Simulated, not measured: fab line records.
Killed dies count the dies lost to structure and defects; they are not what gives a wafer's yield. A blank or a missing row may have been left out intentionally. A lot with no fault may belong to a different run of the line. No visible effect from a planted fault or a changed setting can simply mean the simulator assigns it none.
A struck lot beside a sound one || flow nand-harc || 15 out of 1302 route steps
Sound: wafers L818.2, L818.4, L818.6. Struck: wafer L830.3. (L830.4, L830.6 of the same lot were not struck and are left out.) The cause comes at the end.
At each step with rows: each side's tool, then ch and its chambers, then its first start. Under that, the readings that differ: sound wafers || struck wafers || difference of the means || sigmas: that difference in standard deviations of wafers without a fault.
alike: same words and numbers on both sides, and readings whose means sit less than 2 such deviations apart. not compared: any withheld reading, any reading some wafer has no value for, any bound like >300 that may hide the same value, and any number with overlapping values for which the record gives no deviation.
A row with sigmas, a row that says differs or no value, or rows on one side alone: a step with any of these is where the two part. Numbers that don't overlap but have no deviation are shown without sigmas and don't part them. A reading that every wafer of one side lacks parts them only if that side has two wafers or more.

NHARC_A_DECK1_JOINT_ETCHBACK_07: etches the open film in HBr, target depth 105 nm, time 26.9 s.
  sound on rie-si-04 ch 0,2,3, day 10 15:54; struck on rie-si-03 ch 2, day 15 19:12
{"reading": "he-backside-leak-sccm (sccm)", "sound": "2.96 2.61 2.81", "struck": 3.34, "difference": "+0.55", "sigmas": "+2"}
{"reading": "oes-product-au (a.u.)", "sound": "1.001 1.002 1.007", "struck": 0.982, "difference": -0.021, "sigmas": -2}
  alike: drypump-motor-current-A, run-length-s, throttle-valve-pct
  not compared: rf-hours-counter-h
then, 8 steps without rows for these wafers: NHARC_A_DECK1_JOINT_ETCH_25 (etches SiO2 in dHF, target depth 0.5 nm); NHARC_A_DECK1_JOINT_ETCH_19 (etches poly-Si in TMAH, target depth 3 nm); NHARC_A_DECK1_JOINT_ETCH_18 (etches SiO2 in dHF, target depth 3 nm); NHARC_A_DECK1_JOINT_WET_08 (chemistry H3PO4, time 86 s); NHARC_A_DECK1_JOINT_ETCH_09 (etches SiO2 in dHF, target depth 5 nm); NHARC_A_DECK1_JOINT_WET_10 (chemistry H3PO4, time 86 s); NHARC_A_DECK1_JOINT_ETCH_11 (etches SiO2 in dHF, target depth 35 nm); NHARC_A_DECK1_JOINT_CVD_12 (deposits poly-Si, target thk 90 nm, time 1800 s).
NHARC_A_DECK1_JOINT_CMP_13: polishes, target thk 51.023 nm.
  sound on cmp-03 ch 2,3, day 11 02:12; struck on cmp-04 ch 3, day 16 05:37
  alike: motor-current-A, time-to-endpoint-s
NHARC_A_DECK1_JOINT_THK_MEAS_14: measures by ellipsometry.
  sound on film-metro-02 at day 11 02:28; struck on film-metro-02 at day 16 05:50
  alike: thk-nm
after that, 1 step had no rows for these wafers: NHARC_A_DECK1_JOINT_SRD_04.
NHARC_A_DECK1_JOINT_ETCHBACK_00: etches the open film in HBr, target depth 30 nm, time 17.4 s.
  sound on rie-si-05 ch 0,2, day 11 02:36; struck on rie-si-04 ch 0, day 16 05:58
{"reading": "run-length-s (s)", "sound": "38.9 38.6 38.9", "struck": 44.3, "difference": "+5.5", "sigmas": "+12"}
  alike: drypump-motor-current-A, he-backside-leak-sccm, oes-product-au, throttle-valve-pct
  not compared: rf-hours-counter-h
then, 1 step without rows for these wafers: NHARC_A_DECK1_JOINT_PRECLEAN_30 (cleans in SC1).
-- the record jumps here: 13 days lie between the struck wafers' starts before and after (it left off in module A_DECK1_JOINT and takes up again in module END, whose first step shown is number 1302 of the route) --
NHARC_END_SORT_01:
  sound on prober-01 ch 0, day 24 13:32; struck on prober-02 ch 0, day 29 08:18
  alike: killed-at-array, killed-at-other, killed-at-periphery, killed-dies, killed-open, killed-short

== WHERE THEY PART ==
Earliest at NHARC_A_DECK1_JOINT_ETCHBACK_07; latest, in this record, at NHARC_A_DECK1_JOINT_ETCHBACK_00. Later steps at which nothing parts them and some readings are alike: NHARC_END_SORT_01.

WHY: whatever the simulator had introduced
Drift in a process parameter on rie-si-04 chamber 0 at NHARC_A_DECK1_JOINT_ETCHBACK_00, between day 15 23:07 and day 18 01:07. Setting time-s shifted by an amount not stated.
